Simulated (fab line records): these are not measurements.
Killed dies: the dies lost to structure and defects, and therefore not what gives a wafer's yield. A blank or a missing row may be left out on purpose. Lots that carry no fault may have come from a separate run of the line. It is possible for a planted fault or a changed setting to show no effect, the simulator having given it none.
Problem report, 8D (eight disciplines) form, completed by code + flow n5-finfet + the parts of the form that need people (team, actions taken, sign-off) are left out

1. THE ISSUE
Wafers without a fault read 11, standard deviation 4.5; raw-defect-count at N5_STI_FIN_REVEAL_INSPECT_13 reads a mean of 676 on 6 wafers belonging to 2 lots. That is +99 or more standard deviations from the usual mean.
The step: inspects for defects (darkfield).
First observed at day 7 06:51: wafer L231.2, on defect-inspect-02. The record has a number at this step for 33 wafers belonging to 11 lots. The rule behind "out" and "out of limits": a value lying over 4 standard deviations away from the usual mean. The other wafers with a number count as sound.

2. WHAT THIS IS AND IS NOT
| question                    | is                                   | is not                                                              |
|-----------------------------|--------------------------------------|---------------------------------------------------------------------|
| which readings at this step | raw-defect-count                     | -                                                                   |
| which lots                  | L231, L234                           | L212, L213, L216, L217, L218, L220, L223, L224, L235                |
| which wafers of those lots  | all that have a number               | -                                                                   |
| read on which gauges        | defect-inspect-01, defect-inspect-02 | -                                                                   |
| when                        | from day 7 06:51                     | up to then (24 sound wafers); but 3 sound wafers of L235 came after |

3. WHAT RULES OUT EACH SUSPECT
Counting: a tool stays on the suspect list if, at a process step up to the reading, it processed all lots that are out and no sound lot following the first of them.
- the gauge at N5_STI_FIN_REVEAL_INSPECT_13 is ruled out. The wafers that are out were read on 2 gauges (defect-inspect-01, defect-inspect-02).
- ald-sin-04 at N5_STI_FIN_REVEAL_ALD_14 (deposits Si3N4, target thk 3 nm): ruled out as a lasting fault. Following L231 (day 6 21:58), the first lot on it that is out, the sound lots L235 were run on it.
- rie-si-05 at N5_STI_FIN_REVEAL_ETCH_34 (etches Si in H2, material Si, target depth 0.97 nm): kept. It processed each lot that is out, first L231 at day 7 06:08, and no sound lot thereafter; up to then, the last sound lot it processed was L220 at day 4 11:17.
Left after counting: rie-si-05 at N5_STI_FIN_REVEAL_ETCH_34.

4. THE CAUSE (what the simulator had put in)
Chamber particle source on rie-si-05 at N5_STI_FIN_REVEAL_ETCH_34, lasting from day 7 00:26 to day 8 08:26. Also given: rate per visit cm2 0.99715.
After counting, this tool was the only one left.

5. SEQUENCE OF EFFECTS, ordered by route
Each row: a reading where the mean over the struck wafers with a number is more than 3 standard deviations away from the usual. Readings are gone through only where the record gives a usual standard deviation; hours: the median, over the lots, of the time from a lot's start at the first step in this table giving one to that lot's start at this step; sigmas: the change measured in usual standard deviations.
| hours | step                         | reading             | usual | on struck wafers | change | sigmas      |
|-------|------------------------------|---------------------|-------|------------------|--------|-------------|
| 0     | N5_STI_FIN_REVEAL_INSPECT_13 | raw-defect-count    | 11    | 676              | +665   | +99 or more |
| 260   | N5_PASSIVATION_PROBE_49      | killed-at-front-end | 36    | 141              | +105   | +11         |
| 260   | N5_PASSIVATION_PROBE_49      | killed-dies         | 101   | 204              | +103   | +5.7        |
The process steps in it:
- N5_PASSIVATION_PROBE_49

6. WHAT WOULD HAVE CAUGHT IT SOONER
Counted from the fault's start at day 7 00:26, it took 6 hours until the first out-of-limits reading at a measuring or inspecting step in this record, taken at day 7 06:51.
No tool reading at N5_STI_FIN_REVEAL_ETCH_34 that has a usual standard deviation in the record was out on any struck wafer, so an alarm limit of 4 standard deviations on those readings would not have fired.
Among the 2 lots that are out, L234 began N5_STI_FIN_REVEAL_ETCH_34 on rie-si-05 after day 7 06:51. Had the tool been put on hold then, it would have been spared.
